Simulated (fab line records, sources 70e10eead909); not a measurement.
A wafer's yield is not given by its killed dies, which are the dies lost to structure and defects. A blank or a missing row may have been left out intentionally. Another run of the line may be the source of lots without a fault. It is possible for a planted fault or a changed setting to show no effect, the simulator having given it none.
Comparing a struck lot with a sound one / flow nand harc / 43 out of 1159 route steps
Sound: these wafers, L297.1, L297.2, L297.4. Wafers L303.3, L303.4, L303.6 were the ones struck. The cause is named last.
For every step that has rows: the tool of each side, followed by ch and its chambers, followed by its first start. Under that, the readings that differ: sound wafers / struck wafers / difference of the means / sigmas: that difference in standard deviations of wafers without a fault.
alike: same words and numbers on both sides, and readings whose means sit less than 2 such deviations apart. not compared: any withheld reading, any reading some wafer has no value for, any bound like >300 that may hide the same value, and any number with overlapping values for which the record gives no deviation.
Wherever a step has rows on one side only, a row that says differs or no value, or a row with sigmas, the two part there. Non-overlapping numbers with no deviation appear without sigmas and do not part them. A reading that every wafer of one side lacks parts them only if that side has two wafers or more.

NHARC_P_STI_OCD_MEAS_43:
  sound: ocd-02 at day 4 11:33; struck: ocd-01 at day 6 01:57
reading=trench foot cd nm (nm); sound=162.3 158.2 161.7; struck=155.3 157.7 152.2; difference=-5.7; sigmas=-2
  alike: trench depth nm
then, 3 steps without rows for these wafers: NHARC_P_STI_OXIDE_33 (material SiO2, target thk 10 nm, ox time 281 s); NHARC_P_STI_HDPCVD_20 (deposits SiO2); NHARC_P_STI_ANNEAL_34 (time 1800 s).
NHARC_P_STI_CMP_21: polishes, t overpolish 20 s, target thk 380.67 nm.
  sound on cmp-03 ch 1,2,3, day 5 08:04; struck on cmp-04 ch 0,1, day 6 21:38
  alike: motor current A, overpolish run s
then, 6 steps without rows for these wafers: NHARC_P_STI_SRD_35; NHARC_P_STI_ETCH_36 (etches SiO2 in dHF, target depth 38.8 nm); NHARC_P_STI_STRIP_24 (strips Si3N4 in H3PO4); NHARC_P_STI_ETCH_37 (etches SiO2 in dHF, target depth 11 nm); NHARC_P_STI_PRECLEAN_38 (cleans in SC1); NHARC_P_STI_SRD_39.
NHARC_P_STI_OXIDE_40: material SiO2, target thk 10 nm, ox time 1362 s.
  sound on furnace-06 ch 0, day 5 12:31; struck on furnace-06 ch 0, day 7 02:08
  alike: spike tc bottom C, zone power bottom pct, zone power lower pct
NHARC_P_STI_INSPECT_25:
  sound: defect inspect-01 at day 5 16:34; struck: defect inspect-02 at day 7 06:12
reading=raw defect count; sound=133 190 200; struck=1016 1088 1093; difference=+891; sigmas=+12
then, 12 steps without rows for these wafers: NHARC_P_GATE_ETCH_69 (etches SiO2 in dHF, target depth 14 nm); NHARC_P_GATE_PRECLEAN_70 (cleans in SC1); NHARC_P_GATE_SRD_01; NHARC_P_GATE_OXIDE_02 (material SiO2, target thk 37.5 nm, ox time 365 s); NHARC_P_GATE_DEHYDRATE_03 (time 120 s); NHARC_P_GATE_HMDS_04 (time 30 s); NHARC_P_GATE_COAT_05; NHARC_P_GATE_SOFTBAKE_06 (time 95 s); NHARC_P_GATE_EBR_07; NHARC_P_GATE_EXPOSE_08 (exposes mask P HV); NHARC_P_GATE_PEB_09 (peb time 85 s); NHARC_P_GATE_DEVELOP_10 (time 70 s).
NHARC_P_GATE_CD_MEAS_11 targets a cd of 1640 nm.
  sound on cd sem-01 ch 0, day 6 01:19; struck on cd sem-02 ch 0, day 7 16:24
  alike: cd nm
then, 1 step without rows for these wafers: NHARC_P_GATE_HARDBAKE_12 (time 80 s).
NHARC_P_GATE_DESCUM_13: chemistry O2, time 3 s.
  sound on rie diel-02 ch 0,2,3, day 6 01:29; struck on rie diel-01 ch 1,3, day 7 16:34
  alike: drypump motor current A, oes product au, rf vpp V, showerhead plenum p Torr, throttle valve pct
  not compared: rf hours counter h
then, 6 steps without rows for these wafers: NHARC_P_GATE_ETCH_14 (etches SiO2 in dHF, target depth 48.8 nm); NHARC_P_GATE_STRIP_15 (strips in SPM, time 780 s); NHARC_P_GATE_PRECLEAN_71 (cleans in SC1); NHARC_P_GATE_SRD_72; NHARC_P_GATE_OXIDE_16 (material SiO2, target thk 3 nm, ox time 392 s); NHARC_P_GATE_CVD_17 (deposits poly-Si, target thk 150 nm, time 900 s).
NHARC_P_GATE_HM_DEP_102: deposits aC, target thk 120 nm.
  sound on acl dep-02 ch 0, day 6 13:49; struck on acl dep-03 ch 0, day 8 09:30
  alike: throttle valve pct
NHARC_P_GATE_DEP_103: deposits SiON, target thk 30 nm.
  sound on pecvd-01 ch 1,2, day 6 14:29; struck on pecvd-01 ch 1,2, day 8 10:00
  alike: heater power w
then, 5 steps without rows for these wafers: NHARC_P_GATE_DEHYDRATE_18 (time 120 s); NHARC_P_GATE_HMDS_19 (time 30 s); NHARC_P_GATE_COAT_20 (resist thk 90 nm); NHARC_P_GATE_SOFTBAKE_21 (time 55 s); NHARC_P_GATE_EBR_22.
NHARC_P_GATE_INSPECT_28:
  sound: defect inspect-01 at day 6 15:17; struck: defect inspect-01 at day 8 10:45
reading=raw defect count; sound=7 12 9; struck=863 853 867; difference=+852; sigmas=+99 or more
-- break in the record here, with 15 days between the starts of the struck wafers on either side (left off in module P_GATE, picked up again in module END, where the first step shown is number 1159 on the route) --
NHARC_END_SORT_01:
  sound on prober-02 ch 0, day 22 01:24; struck on prober-02 ch 0, day 23 13:39
reading=killed at periphery; sound=2; struck=467 461 464; difference=+462; sigmas=+99 or more
reading=killed dies; sound=22; struck=485 484 479; difference=+461; sigmas=+38
  alike: killed at array, killed at other, killed open, killed short

== WHERE THEY PART ==
Earliest at NHARC_P_STI_OCD_MEAS_43; latest, in this record, at NHARC_END_SORT_01.

WHY: the cause the simulator had injected
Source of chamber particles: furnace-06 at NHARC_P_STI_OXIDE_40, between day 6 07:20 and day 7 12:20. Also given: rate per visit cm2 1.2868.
